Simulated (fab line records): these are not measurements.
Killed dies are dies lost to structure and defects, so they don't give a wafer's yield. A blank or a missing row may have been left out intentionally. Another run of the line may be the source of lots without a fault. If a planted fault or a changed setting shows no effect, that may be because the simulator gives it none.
Which tool is to blame? / flow n5-finfet / Sampling: 11 lots, 33 wafers, 2 of 1938 route steps

== WHAT THE GAUGES SHOWED, per wafer ==
N5_BEOL_M5_INSPECT_58: inspects for defects (darkfield).
lot=L950; measured=day 8 08:56; on=defect-inspect-02; raw-defect-count=67 42 52
lot=L952; measured=day 8 12:01; on=defect-inspect-01; raw-defect-count=109 96 90
lot=L951; measured=day 9 03:45; on=defect-inspect-01; raw-defect-count=79 48 21
lot=L954; measured=day 9 11:14; on=defect-inspect-01; raw-defect-count=73 86 61
lot=L958; measured=day 10 10:49; on=defect-inspect-02; raw-defect-count=103 84 68
lot=L959; measured=day 10 16:41; on=defect-inspect-02; raw-defect-count=42 58 42
lot=L956; measured=day 10 18:35; on=defect-inspect-02; raw-defect-count=64 62 59
lot=L960; measured=day 10 21:41; on=defect-inspect-02; raw-defect-count=46 50 32
lot=L961; measured=day 11 11:34; on=defect-inspect-02; raw-defect-count=62 59 106
lot=L970; measured=day 13 10:14; on=defect-inspect-01; raw-defect-count=55 75 93
lot=L972; measured=day 14 08:29; on=defect-inspect-01; raw-defect-count=96 55 101

== EACH LOT AND THE TOOL THAT RAN IT (in order: tool; ch and the chambers of the sampled wafers; start) ==
lot=L950; N5_BEOL_M5_ANNEAL_49=pvd-sputter-03, day 8 03:02
lot=L952; N5_BEOL_M5_ANNEAL_49=pvd-sputter-02, day 8 03:38
lot=L951; N5_BEOL_M5_ANNEAL_49=pvd-sputter-01, day 8 21:09
lot=L954; N5_BEOL_M5_ANNEAL_49=pvd-sputter-02, day 9 02:29
lot=L958; N5_BEOL_M5_ANNEAL_49=pvd-sputter-03, day 10 05:25
lot=L959; N5_BEOL_M5_ANNEAL_49=pvd-sputter-02, day 10 11:10
lot=L956; N5_BEOL_M5_ANNEAL_49=pvd-sputter-01, day 10 13:14
lot=L960; N5_BEOL_M5_ANNEAL_49=pvd-sputter-03, day 10 16:20
lot=L961; N5_BEOL_M5_ANNEAL_49=pvd-sputter-02, day 11 06:13
lot=L970; N5_BEOL_M5_ANNEAL_49=pvd-sputter-02, day 13 04:53
lot=L972; N5_BEOL_M5_ANNEAL_49=pvd-sputter-02, day 14 03:08
- N5_BEOL_M5_ANNEAL_49: time 1800 s.

== THE ANSWER, worked out from the rows above alone ==
Rule: the lots themselves supply what counts as usual. Put in order of their means at a reading, lots are off if they are a third of the lots or fewer, leave a main group of 4 or more, and stand apart from it by a gap of 3 or more times the standard deviation of the main group's means; of several such gaps the widest counts. Not used: any main group whose means are identical at the precision the tables above print for the reading. A lot without any number at a reading at which 4 lots or more have one is off too. All remaining lots with rows at the step are treated as sound.
No lot is off at any reading shown: from this, nothing can be told.

== WHAT THE SIMULATOR HAD PUT IN ==
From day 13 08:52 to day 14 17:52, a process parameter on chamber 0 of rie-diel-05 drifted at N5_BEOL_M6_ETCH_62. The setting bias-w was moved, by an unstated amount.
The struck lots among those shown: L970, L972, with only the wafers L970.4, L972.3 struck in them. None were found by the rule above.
